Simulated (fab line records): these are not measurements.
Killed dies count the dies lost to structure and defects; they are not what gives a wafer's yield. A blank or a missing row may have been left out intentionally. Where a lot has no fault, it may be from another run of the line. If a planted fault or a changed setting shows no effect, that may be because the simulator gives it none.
Chamber matching -- flow nand_harc -- NHARC_A_M1_CMP_23 on cmp-01 has 4 sister chambers
The step polishes, t overpolish 20 s, target thk 154.34 nm. 14 wafers are shown with their chamber, then 7 later ones without.

WAFERS WITH THEIR CHAMBER
wafer,chamber,motor_current_A (A),time_to_endpoint_s (s)
L412.1,2,10.6,32.0
L412.2,0,9.3,33.8
L412.3,3,11.1,28.1
L415.3,1,11.9,28.0
L415.4,2,10.9,33.1
L415.5,3,11.5,28.2
L424.1,0,9.6,29.2
L424.4,2,10.7,30.3
L424.5,3,10.4,27.4
L426.1,3,11.5,27.6
L426.2,2,10.7,30.4
L426.3,0,9.8,32.3
L425.3,0,9.7,31.2
L425.5,0,9.4,28.0

SIGNATURES (means of the wafers above)
reading,chamber 0,chamber 1,chamber 2,chamber 3,scatter within a chamber
motor_current_A,9.560,11.900,10.725,11.125,0.32
time_to_endpoint_s,30.900,28.000,31.450,27.825,1.66
Rule: a wafer's distance from a chamber is the root of the sum, over the readings, of the square of ((its reading less the chamber's mean) divided by the reading's scatter). If the next closest chamber is less than 2 further off than the closest, the wafer can't be placed; otherwise it belongs to the closest. How the scatter is found: for the shown wafers, subtract from each reading the mean of its chamber, square and add these, divide the total by (wafers less chambers), then take the root.

WAFERS WITH NO CHAMBER GIVEN
wafer,motor_current_A (A),time_to_endpoint_s (s)
L425.6,11.7,30.4
L429.2,9.4,28.5
L429.4,10.9,27.7
L429.6,10.7,27.7
L433.1,10.7,27.4
L433.2,11.5,24.6
L433.5,11.5,24.4

WHICH CHAMBER EACH ONE RAN IN
wafer,from the rows above,in truth
L425.6,can't be placed: 1 or 3 or 2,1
L429.2,0,0
L429.4,can't be placed: 3 or 2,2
L429.6,can't be placed: 3 or 2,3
L433.1,can't be placed: 3 or 2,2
L433.2,can't be placed: 3 or 1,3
L433.5,can't be placed: 3 or 1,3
Placed correctly: 1 of 7. Not placeable from these rows: 6 (in 6, the candidates include the true chamber). 0 placed wrongly.
